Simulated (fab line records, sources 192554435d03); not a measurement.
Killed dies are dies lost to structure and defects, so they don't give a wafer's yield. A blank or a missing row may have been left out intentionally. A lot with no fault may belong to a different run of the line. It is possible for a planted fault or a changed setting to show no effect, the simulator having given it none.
Struck lot and sound lot, side by side :: flow n5-finfet :: 14 steps out of a route of 1938
Sound: these wafers, L330.3, L330.5, L330.6. Wafers L338.1, L338.2, L338.3 were the ones struck. The cause comes at the end.
At each step with rows: each side's tool, then ch and its chambers, then its first start. Under that, the readings that differ: sound wafers :: struck wafers :: difference of the means :: sigmas: that difference in standard deviations of wafers without a fault.
alike: readings with means less than 2 such deviations apart, plus words and numbers identical on both sides. not compared: withheld readings, readings lacking a value on some wafer, bounds such as >300 that could conceal the same value, and numbers that have no deviation in the record and whose values overlap.
Wherever a step has rows on one side only, a row that says differs or no value, or a row with sigmas, the two part there. When numbers do not overlap yet have no deviation, they are printed without sigmas and do not part them. A reading missing from all wafers of one side parts the sides only when that side holds two or more wafers.

N5_BEOL_M1_RS_MEAS_58: a four-point-probe measurement.
  struck on film-metro-01, day 8 17:54; sound on film-metro-01, day 7 00:05
  alike: M1_RS
N5_BEOL_M1_INSPECT_59: inspects for defects (darkfield).
  struck on defect-inspect-02, day 8 17:56; sound on defect-inspect-01, day 7 00:07
  alike: raw-defect-count
N5_BEOL_M2_ILD_DEP_00: deposits SiOC from DEMS/O2, target thk 79 nm, time 15.3 s.
  sound on pecvd-02 ch 0,1,2, day 7 00:08; struck on pecvd-02 ch 0,1,2, day 8 17:58
  alike: heater-power-w, showerhead-plenum-p-Torr, throttle-valve-pct
N5_BEOL_M2_THK_MEAS_01:
  struck on film-metro-02, day 8 18:02; sound on film-metro-01, day 7 00:13
  alike: M2_ILD_THK
N5_BEOL_M2_PECVD_72: deposits SiO2 from TEOS/O2, target thk 16 nm, time 18 s.
  sound on pecvd-01 ch 0,1, day 7 00:15; struck on pecvd-01 ch 0,1,2, day 8 18:04
  alike: heater-power-w, showerhead-plenum-p-Torr, throttle-valve-pct
N5_BEOL_M2_HM_DEP_02: deposits TiN, target thk 20 nm.
  struck on pvd-sputter-02, day 8 18:07; sound on pvd-sputter-02, day 7 00:52
  alike: throttle-valve-pct
then, 6 steps without rows for these wafers: N5_BEOL_M2_COAT_61 (time 60 s, resist thk 60 nm); N5_BEOL_M2_COAT_62 (time 60 s, resist thk 12 nm); N5_BEOL_M2_COAT_73 (time 60 s, resist thk 5 nm); N5_BEOL_M2_COAT_05 (resist thk 30 nm); N5_BEOL_M2_EBR_07; N5_BEOL_M2_SOFTBAKE_06 (time 60 s).
N5_BEOL_M2_EXPOSE_08: exposes mask M2.
  sound on euv-scanner-01 ch 0, day 7 01:16; struck on euv-scanner-02, day 8 18:23
  no value came back on the struck wafers for dipole-opening-deg (degrees), exposure-dose-mJ-cm2; on the sound wafers dipole-opening-deg (degrees) reads 79.7 79.7 79.7
  alike: mask
then, 1 step without rows for these wafers: N5_BEOL_M2_PEB_09 (peb time 60 s).

WHERE THEY PART
Only at N5_BEOL_M2_EXPOSE_08, as far as this record shows.

WHY: whatever the simulator had introduced
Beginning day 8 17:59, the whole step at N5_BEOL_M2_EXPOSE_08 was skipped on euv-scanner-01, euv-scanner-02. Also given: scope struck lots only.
